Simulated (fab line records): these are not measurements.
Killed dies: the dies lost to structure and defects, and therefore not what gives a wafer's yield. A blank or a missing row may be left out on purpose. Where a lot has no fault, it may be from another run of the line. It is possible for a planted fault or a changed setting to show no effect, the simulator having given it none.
Split-lot study ; flow n5Finfet ; on a route of 1938 steps: 7 lots, 21 wafers read

ABOUT THE SPLIT
At N5_BEOL_M2_COAT_62 (time 60 s, resist thk 12 nm), the setting spinRpm was moved away from the recipe's 1500 rpm on 8 of the 21 wafers read, by -10.5% to +5.9%. The other wafers ran this setting at the recipe's value.

FROM THE SPLIT TO THE READING: what the file shows between them, 4 steps
- N5_BEOL_M2_COAT_73: time 60 s, resist thk 5 nm
- N5_BEOL_M2_COAT_05: resist thk 30 nm
- N5_BEOL_M2_DESCUM_16: chemistry O2, time 7 s
- N5_BEOL_M2_ETCH_74: etches underlayer in N2/H2, target depth 6.5 nm, time 5.2 s

THE READING
etch.depthNm (the simulator's own value, which no gauge read), in nm, at N5_BEOL_M2_ETCH_63 (etches SiARC in CF4, target depth 15.6 nm, time 26 s). The file does not state a usual value for it. Across the 13 wafers here that went through the recipe, the average is 12.02 nm and the standard deviation 0.036 nm.

wafer;tool, chamber at the split;spinRpm as run, rpm;against the recipe;etch.depthNm, nm;against lot-mates on the recipe
L077.1;lithoTrack-02, 0;1500;recipe;12.01;-
L077.2;lithoTrack-02, 0;1500;recipe;11.99;-
L077.6;lithoTrack-02, 0;1500;recipe;12.02;-
L078.1;lithoTrack-02, 0;1589;+5.9%;11.7;-0.35
L078.2;lithoTrack-02, 0;1589;+5.9%;11.67;-0.38
L078.5;lithoTrack-02, 0;1500;recipe;12.05;-
L085.1;lithoTrack-02, 0;1500;recipe;12.07;-
L085.3;lithoTrack-02, 0;1500;recipe;12.07;-
L085.6;lithoTrack-02, 0;1500;recipe;12.06;-
L086.1;lithoTrack-03, 0;1430;-4.7%;12.27;+0.32
L086.4;lithoTrack-03, 0;1500;recipe;11.95;-
L086.5;lithoTrack-03, 0;1430;-4.7%;12.29;+0.34
L087.3;lithoTrack-02, 0;1500;recipe;12.02;-
L087.5;lithoTrack-02, 0;1500;recipe;12.05;-
L087.6;lithoTrack-02, 0;1500;recipe;12;-
L092.3;lithoTrack-03, 0;1343;-10.5%;12.66;no lot-mate on the recipe
L092.5;lithoTrack-03, 0;1343;-10.5%;12.66;no lot-mate on the recipe
L092.4;lithoTrack-03, 0;1343;-10.5%;12.71;no lot-mate on the recipe
L095.3;lithoTrack-03, 0;1555;+3.7%;11.74;-0.25
L095.4;lithoTrack-03, 0;1500;recipe;11.99;-
L095.5;lithoTrack-03, 0;1500;recipe;11.99;-

THE FIT
A straight line over all 21 wafers: etch.depthNm changes by -0.0615 nm for each +1% of spinRpm; r = -0.99; the points scatter about the line by 0.037 nm.
The same after taking each lot's own level away (the mean of its wafers on the recipe; 18 wafers): -0.0656 nm for each +1%; r = -1.00; scatter 0.017 nm.
That fit puts the effect of the largest move of spinRpm on the reading at 0.69 nm.
Measured against the standard deviation above, the lots' own levels, which go from 11.950 to 12.067 nm, span 3.3 times it.
Consequently the slope shifts little with the lot-to-lot level, the two slopes agreeing.
Check: -0.399 nm against its lot-mates is what the line predicts for one of the wafers moved furthest among these (+5.9%) when that wafer is left out of the fit. Against them it came out at -0.35 nm.

THE WHOLE CHAIN: every reading that the file lists as answering this split, in the file's order
step;what it does;reading;change (the file's fit);r (the file's)
N5_BEOL_M2_COAT_62;time 60 s, resist thk 12 nm;SiARC_of_BEOL_M2_COAT_62.thkNm (the simulator's own value, which no gauge read);-0.0574 nm for each +1% of the setting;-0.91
N5_BEOL_M2_ETCH_63;etches SiARC in CF4, target depth 15.6 nm, time 26 s;etch.depthNm (the simulator's own value, which no gauge read);-0.0652 nm for each +1% of the setting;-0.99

THE FILE'S OWN FIT
etch.depthNm changes by -0.0652 nm for each +1% of spinRpm, r = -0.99.
